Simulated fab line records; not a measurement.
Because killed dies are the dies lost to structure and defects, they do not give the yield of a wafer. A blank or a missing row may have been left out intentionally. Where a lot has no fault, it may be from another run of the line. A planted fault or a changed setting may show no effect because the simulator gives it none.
Lot-split experiment	flow n5_finfet	7 lots, 21 wafers read, on a route of 1938 steps

== THE SPLIT ==
At N5_BEOL_M12_COAT_04 (resist thk 400 nm), the setting spin_rpm was moved away from the recipe's 1625 rpm on 5 of the 21 wafers read, by -7.5% to -5.1%. All remaining wafers had this setting at the recipe value.

The reading comes from the split's own step.

== THE READING ==
coat_of_BEOL_M12_COAT_04.thk_nm (the simulator's own value, which no gauge read), in nm, at N5_BEOL_M12_COAT_04 (resist thk 400 nm). The file gives no usual value for it. Across the 16 wafers here that went through the recipe, the average is 401.0 nm and the standard deviation 0.66 nm.

wafer	tool, chamber at the split	spin_rpm as run, rpm	against the recipe	coat_of_BEOL_M12_COAT_04.thk_nm, nm	against lot-mates on the recipe
L077.3	litho_track-05, 0	1625	recipe	402.2	-
L077.4	litho_track-05, 0	1625	recipe	400.8	-
L077.6	litho_track-05, 0	1514	-6.8%	414.6	+13.1
L074.2	litho_track-05, 0	1625	recipe	400.4	-
L074.3	litho_track-05, 0	1625	recipe	401	-
L074.4	litho_track-05, 0	1625	recipe	401.2	-
L080.1	litho_track-05, 0	1625	recipe	400.6	-
L080.5	litho_track-05, 0	1625	recipe	400.6	-
L080.3	litho_track-05, 0	1625	recipe	400.2	-
L082.1	litho_track-02, 0	1625	recipe	400.2	-
L082.3	litho_track-02, 0	1625	recipe	400.2	-
L082.2	litho_track-02, 0	1625	recipe	400.6	-
L087.2	litho_track-01, 0	1542	-5.1%	412	+10.5
L087.5	litho_track-01, 0	1625	recipe	401.2	-
L087.6	litho_track-01, 0	1625	recipe	401.8	-
L095.2	litho_track-02, 0	1504	-7.4%	416.4	+14.0
L095.4	litho_track-02, 0	1504	-7.4%	416.4	+14.0
L095.5	litho_track-02, 0	1625	recipe	402.4	-
L096.2	litho_track-01, 0	1625	recipe	401.2	-
L096.6	litho_track-01, 0	1625	recipe	401.2	-
L096.4	litho_track-01, 0	1503	-7.5%	417.4	+16.2

FIT RESULTS
A straight line over all 21 wafers: coat_of_BEOL_M12_COAT_04.thk_nm changes by -2.09 nm for each +1% of spin_rpm; r = -0.99; the points scatter about the line by 0.65 nm.
The same after taking each lot's own level away (the mean of its wafers on the recipe; 21 wafers): -1.97 nm for each +1%; r = -1.00; scatter 0.51 nm.
The reading moves by 15 nm for the largest change in spin_rpm, on that fit.
From 400.33 to 402.40 nm: that is the span of the lots' own levels, equal to 3.1 times the standard deviation above.
So the lot-to-lot level changes the slope little: the two slopes agree.
Check: for one of the wafers moved furthest among these (-7.5%), held out of the fit, the line's prediction against its lot-mates is +14.4 nm. Against them it came out at +16.2 nm.

== THESE WAFERS: OTHER SPLITS ==
These wafers also went through other splits before the reading. Each is held against what the fit with the lots' levels taken away leaves over:
other split on the same wafers	wafers away from the commonest value	r with coat_of_BEOL_M12_COAT_04.thk_nm (lot level and that fit taken away)
N5_BEOL_M9_EXPOSE_08 dose_mj	10	+0.31
N5_BEOL_M9_ETCH_62 time_s	9	+0.23
N5_BEOL_M10_ILD_DEP_00 temp_c	8	-0.38
N5_BEOL_M10_COAT_05 spin_rpm	7	-0.14
N5_BEOL_M11_COAT_60 spin_rpm	6	+0.26
N5_BEOL_M11_DESCUM_16 time_s	6	-0.18

== THE FILE'S OWN FIT ==
coat_of_BEOL_M12_COAT_04.thk_nm changes by -2 nm for each +1% of spin_rpm, r = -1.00.
